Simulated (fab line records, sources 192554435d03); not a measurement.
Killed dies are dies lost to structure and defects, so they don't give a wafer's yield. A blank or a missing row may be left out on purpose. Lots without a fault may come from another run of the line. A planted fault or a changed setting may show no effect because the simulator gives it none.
Chamber matching | flow n5_finfet | N5_BEOL_M5_ETCH_72 on rie_diel-06: 3 sister chambers
The step etches underlayer in N2/H2, target depth 6.5 nm, time 5.2 s. 16 wafers are shown with their chamber, then 5 later ones without.

WAFERS WITH THEIR CHAMBER
wafer  | chamber | showerhead_plenum_p_Torr (Torr) | throttle_valve_pct (%) | rf_vpp_V (V)
L077.2 | 2       | 2.72                            | 17.87                  | 529.3
L077.4 | 1       | 2.47                            | 17.47                  | 524.1
L077.6 | 2       | 2.72                            | 17.87                  | 529.1
L078.3 | 2       | 2.72                            | 17.90                  | 527.9
L078.4 | 0       | 2.41                            | 18.05                  | 519.5
L078.6 | 0       | 2.41                            | 18.02                  | 520.2
L084.2 | 2       | 2.71                            | 17.93                  | 528.9
L084.4 | 1       | 2.47                            | 17.52                  | 523.6
L084.6 | 0       | 2.41                            | 18.04                  | 520.0
L086.2 | 2       | 2.71                            | 17.88                  | 529.8
L086.3 | 0       | 2.41                            | 18.06                  | 519.1
L086.6 | 1       | 2.46                            | 17.52                  | 524.6
L090.2 | 0       | 2.41                            | 18.11                  | 519.4
L090.3 | 2       | 2.71                            | 17.90                  | 527.7
L090.6 | 0       | 2.41                            | 18.06                  | 519.2
L092.2 | 0       | 2.41                            | 18.06                  | 521.7

SIGNATURES (means of the wafers above)
reading                  | chamber 0 | chamber 1 | chamber 2 | scatter within a chamber
showerhead_plenum_p_Torr | 2.4100    | 2.4667    | 2.7150    | 0.00408
throttle_valve_pct       | 18.0571   | 17.5033   | 17.8917   | 0.0262
rf_vpp_V                 | 519.871   | 524.100   | 528.783   | 0.82
Rule: a wafer's distance from a chamber is the root of the sum, over the readings, of the square of ((its reading less the chamber's mean) divided by the reading's scatter). The wafer belongs to the nearest chamber; if the next one is less than 2 further off, it can't be placed. The scatter: the root of (the sum of the squares of (reading less its chamber's mean) over the shown wafers, divided by (wafers less chambers)).

WAFERS WITHOUT THEIR CHAMBER
wafer  | showerhead_plenum_p_Torr (Torr) | throttle_valve_pct (%) | rf_vpp_V (V)
L092.3 | 2.71                            | 17.92                  | 527.7
L093.1 | 2.46                            | 17.53                  | 522.0
L093.5 | 2.71                            | 17.93                  | 527.7
L097.2 | 2.40                            | 18.10                  | 521.0
L097.5 | 2.40                            | 18.10                  | 520.5

WHICH CHAMBER EACH WENT THROUGH
wafer  | from the rows above | in truth
L092.3 | 2                   | 2
L093.1 | 1                   | 1
L093.5 | 2                   | 2
L097.2 | 0                   | 0
L097.5 | 0                   | 0
Placed correctly: 5 of 5. Can't be placed from these rows: 0. Placed wrongly: 0.
